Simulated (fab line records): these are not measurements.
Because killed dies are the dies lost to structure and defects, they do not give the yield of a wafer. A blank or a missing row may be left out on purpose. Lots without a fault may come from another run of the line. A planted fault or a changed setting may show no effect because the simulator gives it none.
A lot that was struck, set against a sound lot -- flow n5Finfet -- 41 steps out of a route of 1938
Sound: the wafers L815.1, L815.3, L815.6. The struck wafers were L827.2, L827.4, L827.6. The cause is given at the end.
At each step with rows: each side's tool, then ch and its chambers, then its first start. Under that, the readings that differ: sound wafers -- struck wafers -- difference of the means -- sigmas: that difference in standard deviations of wafers without a fault.
alike: readings with means less than 2 such deviations apart, plus words and numbers identical on both sides. not compared: withheld readings, readings lacking a value on some wafer, bounds such as >300 that could conceal the same value, and numbers that have no deviation in the record and whose values overlap.
Wherever a step has rows on one side only, a row that says differs or no value, or a row with sigmas, the two part there. Numbers that have no deviation but don't overlap get no sigmas and don't part them. A reading that every wafer of one side lacks parts them only if that side has two wafers or more.

first, 11 steps without rows for these wafers: N5_BEOL_M0_SAQP_SPACER1_ALD_98 (deposits SiO2, target thk 12.8 nm, pulse time 1 s, purge time 2 s); N5_BEOL_M0_SAQP_SPACER1_ETCHBACK_99 (etches SiO2 in CHF3/O2, target depth 15.4 nm, time 7.7 s); N5_BEOL_M0_SAQP_MANDREL1_REMOVE_100 (chemistry HBr/Cl2/O2, target a-Si, stops on SiNx, bt time 10 s); N5_BEOL_M0_SAQP_ETCH_101 (etches SiNx in CH3F/O2, target depth 29.9 nm, time 42.7 s); N5_BEOL_M0_SAQP_ETCH_102 (etches SiO2 in CF4, target depth 4 nm, time 4.4 s); N5_BEOL_M0_SAQP_MANDREL_ETCH_103 (etches a-Si in HBr/Cl2, stops on SiCN, target depth 45 nm, bt time 10 s, time 27 s); N5_BEOL_M0_SAQP_RECESS_104 (chemistry HF/NH3, target SiO2, target depth 18 nm, afs cycles 3, sublimation time 60 s); N5_BEOL_M0_SAQP_COAT_105 (time 60 s, resist thk 100 nm); N5_BEOL_M0_SAQP_ETCH_106 (etches SOC in N2/H2, stops on SiNx, target depth 150 nm); N5_BEOL_M0_SAQP_ETCH_107 (etches SiNx in CH3F/O2, target depth 30 nm); N5_BEOL_M0_SAQP_STRIP_108 (strips in N2/H2).
N5_BEOL_M0_SAQP_RECESS_109: chemistry HF/NH3, target SiO2, target depth 3 nm, afs cycles 1, sublimation time 60 s.
  sound on vaporEtch-02 ch 0, day 6 04:20; struck on vaporEtch-02 ch 1, day 9 05:42
reading,sound,struck,difference,sigmas
drypumpMotorCurrentA (A),5.2 5.2 5.3,6.0 6.0 6.0,+0.8,+2
then, 12 steps without rows for these wafers: N5_BEOL_M0_SAQP_SPACER2_ALD_26 (deposits SiO2, target thk 15 nm, pulse time 1 s, purge time 2 s); N5_BEOL_M0_SAQP_SPACER2_ETCHBACK_27 (etches SiO2 in CHF3/O2, target depth 22.5 nm, time 11.25 s); N5_BEOL_M0_SAQP_MANDREL2_REMOVE_110 (chemistry HBr/Cl2/O2, target a-Si, stops on SiCN, bt time 10 s); N5_BEOL_M0_SAQP_COAT_69 (time 60 s, resist thk 90 nm); N5_BEOL_M0_SAQP_COAT_72 (time 60 s, resist thk 15 nm); N5_BEOL_M0_SAQP_COAT_87 (time 60 s, resist thk 5 nm); N5_BEOL_M0_SAQP_COAT_34 (resist thk 30 nm); N5_BEOL_M0_SAQP_EBR_36; N5_BEOL_M0_SAQP_SOFTBAKE_35 (time 60 s); N5_BEOL_M0_SAQP_EXPOSE_37 (exposes mask M0 CUT1, target cd 30 nm); N5_BEOL_M0_SAQP_PEB_38 (peb time 60 s); N5_BEOL_M0_SAQP_DEVELOP_39 (develop time 30 s).
N5_BEOL_M0_SAQP_INSPECT_42: inspects for defects (brightfield).
  sound on defectInspect-02, day 6 05:45; struck on defectInspect-02, day 9 07:07
reading,sound,struck,difference,sigmas
rawDefectCount,247 173 192,496 564 571,+340,+4
then, 13 steps without rows for these wafers: N5_BEOL_M0_SAQP_DESCUM_45 (chemistry O2, time 7 s); N5_BEOL_M0_SAQP_ETCH_88 (etches underlayer in N2/H2, target depth 6.5 nm, time 5.2 s); N5_BEOL_M0_SAQP_ETCH_73 (etches SiARC in CF4, target depth 19.5 nm, time 32.5 s); N5_BEOL_M0_SAQP_CUT_ETCH_46 (etches SOC in N2/H2, target depth 135 nm, overetch 27 nm, time 202.5 s); N5_BEOL_M0_SAQP_STRIP_74 (strips in N2/H2); N5_BEOL_M0_SAQP_STRIP_89 (strips in N2/H2); N5_BEOL_M0_SAQP_ALD_48 (deposits SiO2, target thk 20 nm, pulse time 1 s, co reactant pulse time 1 s); N5_BEOL_M0_SAQP_ETCH_49 (etches SiO2 in CF4/O2, target depth 37 nm); N5_BEOL_M0_SAQP_STRIP_75 (strips in CF4); N5_BEOL_M0_CUTY_COAT_50 (time 60 s, resist thk 15 nm); N5_BEOL_M0_CUTY_COAT_51 (resist thk 150 nm); N5_BEOL_M0_CUTY_EBR_52; N5_BEOL_M0_CUTY_SOFTBAKE_53 (time 60 s).
N5_BEOL_M0_CUTY_INSPECT_59: inspects for defects (macro).
  sound on defectInspect-01, day 6 07:23; struck on defectInspect-02, day 9 08:34
reading,sound,struck,difference,sigmas
rawDefectCount,2 2 5,>300 >300 >300,differs,
-- here the record skips 3 days between the struck wafers' starts before and after, leaving off in module BEOL_M0_CUTY and picking up in module BEOL_M4 (first step shown: number 1111 of the route) --
N5_BEOL_M4_RC_MEAS_101:
  sound on prober-01 ch 0, day 8 02:25; struck on prober-02 ch 0, day 11 21:48
reading,sound,struck,difference,sigmas
IOFF_P (nA/um),0.171 0.182 0.193,0.243 0.202 0.260,+0.053,+2
ION_P (uA/um),454 451 451,473 464 467,+16,+3
VT_P (mV),-256.8 -255.5 -255.5,-246.5 -251.5 -248.4,+7.1,+3
  alike: DIBL_N, DIBL_P, IOFF_N, ION_N, SS_N, SS_P, VT_N
-- a jump in the record: the struck wafers' starts before and after are 5 days apart (it breaks off in module BEOL_M4 and resumes in module PASSIVATION, where the first step shown is number 1936 of the route) --
N5_PASSIVATION_PROBE_49:
  record: rows for the struck wafers here (prober-02, day 16 13:08), none for the sound ones

## WHERE THEY PART
At N5_BEOL_M0_SAQP_RECESS_109 first; at N5_PASSIVATION_PROBE_49 last (within this record only).

WHY: what the simulator had put in
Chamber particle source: vaporEtch-02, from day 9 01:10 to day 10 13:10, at N5_BEOL_M0_SAQP_RECESS_109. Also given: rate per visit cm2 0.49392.
